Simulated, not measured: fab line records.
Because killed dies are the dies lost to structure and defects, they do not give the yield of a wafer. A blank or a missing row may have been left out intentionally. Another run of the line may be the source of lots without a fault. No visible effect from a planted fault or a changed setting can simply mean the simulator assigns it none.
A struck lot beside a sound one ; flow n5-finfet ; 17 out of 1938 route steps
Sound: these wafers, L977.3, L977.4, L977.6. Struck: wafer L971.2 (L971.1, L971.5, from the same lot, were not struck and are left out); the cause is given at the end.
Each step with rows lists, per side, the tool, then ch with its chambers, then its first start. Under that, the readings that differ: sound wafers ; struck wafers ; difference of the means ; sigmas: that difference in standard deviations of wafers without a fault.
alike: words and numbers the same on both sides, and readings whose means are apart by under 2 such deviations; not compared: readings that were withheld, readings missing a value for some wafer, numbers with overlapping values and no deviation given by the record, and bounds like >300 which may hide the same value.
A row with sigmas, a row that says differs or no value, or rows on one side alone: a step with any of these is where the two part. Numbers that don't overlap but have no deviation are shown without sigmas and don't part them. A reading that every wafer of one side lacks parts them only if that side has two wafers or more.

first, 9 steps without rows for these wafers: N5_BEOL_M2_COAT_05 (resist thk 30 nm); N5_BEOL_M2_EBR_07; N5_BEOL_M2_SOFTBAKE_06 (time 60 s); N5_BEOL_M2_EXPOSE_08 (exposes mask M2); N5_BEOL_M2_PEB_09 (peb time 60 s); N5_BEOL_M2_DEVELOP_10 (develop time 30 s); N5_BEOL_M2_DESCUM_16 (chemistry O2, time 7 s); N5_BEOL_M2_ETCH_74 (etches underlayer in N2/H2, target depth 6.5 nm, time 5.2 s); N5_BEOL_M2_ETCH_63 (etches SiARC in CF4, target depth 15.6 nm, time 26 s).
N5_BEOL_M2_ETCH_64: etches SOC in N2/H2, target depth 75 nm, overetch 22.5 nm, time 121.9 s.
  sound on rie-diel-01 ch 0,3, day 11 23:19; struck on rie-diel-05 ch 2, day 10 09:42
reading;sound;struck;difference;sigmas
drypump-motor-current-A (A);5.2 5.1 5.2;6.2;+1.0;+3
showerhead-plenum-p-Torr (Torr);2.46 2.46 2.46;2.62;+0.16;+2
  alike: chamber-pressure-mTorr, n2-flow-sccm, oes-product-au, rf-vpp-V, throttle-valve-pct
  not compared: rf-hours-counter-h, model.SiARC_of_BEOL_M2_COAT_62.thk-nm
then, 3 steps without rows for these wafers: N5_BEOL_M2_STRIP_65 (strips in N2/H2); N5_BEOL_M2_STRIP_75 (strips in N2/H2); N5_BEOL_M2_STRIP_66 (strips in CF4).
N5_BEOL_M2_HM_OPEN_17: chemistry Cl2/BCl3, target TiN, target depth 20 nm, overetch 6 nm.
  sound on rie-metal-01 ch 0,1, day 11 23:31; struck on rie-metal-01 ch 1, day 10 09:52
reading;sound;struck;difference;sigmas
rf-hours-counter-h (h);- - -;130;no value on the sound wafers;
model.etch.depth-nm (nm);19.99 20.16 20.07;19.06;-1.01;
  alike: chamber-pressure-mTorr, drypump-motor-current-A, mfc-ar-sccm, oes-product-au, throttle-valve-pct
then, 1 step without rows for these wafers: N5_BEOL_M2_STRIP_19 (strips in O2).
N5_BEOL_M4_RC_MEAS_101:
  sound on prober-01 ch 0, day 13 07:07; struck on prober-01 ch 0, day 11 20:53
  alike: DIBL_N, DIBL_P, IOFF_N, IOFF_P, ION_N, ION_P, SS_N, SS_P, VT_N, VT_P
after that, 1 step had no rows for these wafers: N5_PASSIVATION_PROBE_49.

WHERE THEY PART
First at N5_BEOL_M2_ETCH_64; last, within this record, at N5_BEOL_M2_HM_OPEN_17. Later steps at which nothing parts them and some readings are alike: N5_BEOL_M4_RC_MEAS_101.

WHY: whatever the simulator had introduced
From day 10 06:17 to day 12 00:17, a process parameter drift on rie-diel-05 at N5_BEOL_M2_ETCH_64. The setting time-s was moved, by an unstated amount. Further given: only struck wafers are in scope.
